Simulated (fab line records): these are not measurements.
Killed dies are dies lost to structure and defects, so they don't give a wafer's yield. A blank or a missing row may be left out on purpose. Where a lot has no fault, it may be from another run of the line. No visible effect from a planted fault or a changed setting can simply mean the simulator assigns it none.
Matching of chambers | flow n5_finfet | N5_BEOL_M3_CMP_52 on cmp-02 has 4 sister chambers
The step polishes, stops on SiOC, t overpolish 6.8 s, target thk 40 nm. 14 wafers are shown with their chamber, then 7 later ones without.

## WAFERS PAIRED WITH THEIR CHAMBERS
wafer  | chamber | motor_current_A (A) | head_pressure_psi (psi) | barrier_field_endpoint_s (s)
L076.1 | 0       | 6.8                 | 0.9954                  | 24.8
L076.4 | 1       | 6.2                 | 0.9989                  | 25.4
L076.5 | 0       | 6.8                 | 1.0021                  | 24.8
L077.1 | 1       | 6.2                 | 1.0000                  | 24.9
L077.4 | 2       | 6.6                 | 0.9981                  | 25.1
L077.6 | 1       | 6.5                 | 1.0016                  | 24.3
L087.1 | 0       | 6.7                 | 1.0006                  | 25.3
L087.4 | 3       | 7.4                 | 1.0048                  | 25.3
L087.5 | 1       | 6.4                 | 0.9994                  | 25.1
L088.2 | 0       | 6.7                 | 1.0018                  | 24.2
L088.4 | 1       | 6.3                 | 0.9984                  | 24.5
L088.5 | 2       | 6.6                 | 0.9991                  | 24.9
L094.2 | 0       | 6.4                 | 1.0021                  | 24.2
L094.4 | 1       | 6.2                 | 0.9979                  | 24.9

SIGNATURES (averages over the wafers above)
reading                  | chamber 0 | chamber 1 | chamber 2 | chamber 3 | scatter within a chamber
motor_current_A          | 6.680     | 6.300     | 6.600     | 7.400     | 0.137
head_pressure_psi        | 1.000400  | 0.999367  | 0.998600  | 1.004800  | 0.00205
barrier_field_endpoint_s | 24.660    | 24.850    | 25.000    | 25.300    | 0.411
Rule: for a wafer and a chamber, the distance is found by dividing, reading by reading, the gap between the wafer's reading and the chamber's mean by the reading's scatter, squaring, summing and taking the root. The wafer belongs to the nearest chamber; if the next one is less than 2 further off, it can't be placed. How the scatter is found: for the shown wafers, subtract from each reading the mean of its chamber, square and add these, divide the total by (wafers less chambers), then take the root.

## WAFERS WITHOUT THEIR CHAMBER
wafer  | motor_current_A (A) | head_pressure_psi (psi) | barrier_field_endpoint_s (s)
L094.5 | 6.4                 | 0.9993                  | 24.5
L092.1 | 6.6                 | 0.9989                  | 24.2
L092.3 | 7.1                 | 1.0049                  | 24.5
L092.4 | 6.1                 | 0.9999                  | 24.4
L096.1 | 6.2                 | 1.0016                  | 24.5
L096.4 | 6.7                 | 1.0038                  | 25.2
L096.5 | 7.0                 | 1.0014                  | 24.7

## WHICH CHAMBER EACH WENT THROUGH
wafer  | from the rows above          | in truth
L094.5 | can't be placed: 1 or 2 or 0 | 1
L092.1 | can't be placed: 0 or 2 or 1 | 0
L092.3 | can't be placed: 3 or 0 or 2 | 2
L092.4 | 1                            | 1
L096.1 | can't be placed: 1 or 2      | 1
L096.4 | can't be placed: 0 or 2 or 1 | 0
L096.5 | can't be placed: 0 or 2 or 3 | 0
Correctly placed: 1 of 7. Unplaceable from these rows: 6, with the true chamber sitting among the candidates in 6. Number placed wrongly: 0.
